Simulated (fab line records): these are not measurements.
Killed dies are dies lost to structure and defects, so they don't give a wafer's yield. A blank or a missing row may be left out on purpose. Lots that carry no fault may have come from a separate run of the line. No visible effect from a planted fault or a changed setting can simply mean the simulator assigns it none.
Code-filled problem report in 8D (eight disciplines) form || flow nand_harc || the parts of the form that need people (team, actions taken, sign-off) are left out

## 1. WHAT IS WRONG
Wafers without a fault read 80.1 nm, standard deviation 0.68; cd_nm at NHARC_A_M0_CD_MEAS_09 reads a mean of 73.1 nm on 6 wafers belonging to 2 lots. Measured from the usual mean, that is -10 standard deviations.
The step: target cd 80 nm.
The first sign was on wafer L548.1 at day 29 01:43, on cd_sem-03. At this step, 30 wafers from 10 lots have a number in the record. By rule, "out" or "out of limits" means more than 4 standard deviations away from the usual mean. All remaining wafers that have a number are taken as sound.

## 2. WHAT IT IS; WHAT IT IS NOT
{"question": "which readings at this step", "is": "cd_nm", "is not": "-"}
{"question": "which lots", "is": "L548, L549", "is not": "L536, L539, L540, L551, L552, L553, L555, L556"}
{"question": "which wafers of those lots", "is": "all that have a number", "is not": "-"}
{"question": "read on which gauges", "is": "cd_sem-02, cd_sem-03", "is not": "cd_sem-01"}
{"question": "when", "is": "from day 29 01:43", "is not": "up to then (9 sound wafers); but 15 sound wafers of L551, L552, L553, L555, L556 came after"}

## 3. THE SUSPECTS, EACH WITH WHAT RULES IT OUT
Counting: a tool stays on the suspect list if, at a process step up to the reading, it processed all lots that are out and no sound lot following the first of them.
- the gauge at NHARC_A_M0_CD_MEAS_09: ruled out. 2 gauges (cd_sem-02, cd_sem-03) read the wafers that are out.
- arfi_scanner-02 at NHARC_A_M0_EXPOSE_06 (exposes mask A M0, target cd 80 nm): kept. Every lot that is out went through it, starting with L548 (day 29 01:34), and after that it ran no sound lot; the last sound lot it ran before then is L539 (day 25 22:40). Its own exposure_dose_mJ_cm2 readings are out on those wafers.
The count leaves arfi_scanner-02 at NHARC_A_M0_EXPOSE_06.

## 4. THE CAUSE (what the simulator had put in)
Process parameter drift: arfi_scanner-02, from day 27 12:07 on, at NHARC_A_M0_EXPOSE_06. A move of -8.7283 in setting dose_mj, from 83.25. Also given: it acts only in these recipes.
After counting, this tool was the only one left.

## 5. THE CHAIN OF EFFECTS, in route order
Each row: a reading where the mean over the struck wafers with a number is more than 3 standard deviations away from the usual. Only readings for which the record gives a usual standard deviation are gone through. hours: the time from each lot's start at the first step in this table that gives one to its start at this step, as a median over the lots. sigmas: the change in usual standard deviations.
{"hours": 0, "step": "NHARC_A_M0_EXPOSE_06", "reading": "exposure_dose_mJ_cm2", "usual": 83.26, "on struck wafers": 75.38, "change": -7.88, "sigmas": "-99 or more"}
{"hours": 0, "step": "NHARC_A_M0_CD_MEAS_09", "reading": "cd_nm", "usual": "80.1 nm", "on struck wafers": 73.1, "change": -7.0, "sigmas": -10}
It contains these process steps:
- NHARC_A_M0_EXPOSE_06: exposes mask A M0, target cd 80 nm.
Later measuring or inspecting steps at which every struck wafer that the step has a row for has a number for every such reading, and none has moved that far: NHARC_END_SORT_01.

## 6. HOW IT WOULD HAVE BEEN CAUGHT EARLIER
The first out-of-limits reading at a measuring or inspecting step in this record came at day 29 01:43, 38 hours after the fault's start at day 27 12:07.
At NHARC_A_M0_EXPOSE_06, the tool's own readings (exposure_dose_mJ_cm2) were out on each struck wafer the step has a row for, so an alarm limit on them would have fired on the first such wafer.
L549, from the lots that are out (2), started NHARC_A_M0_EXPOSE_06 on arfi_scanner-02 later than day 29 01:43. A tool hold placed at that time would have kept it from harm.
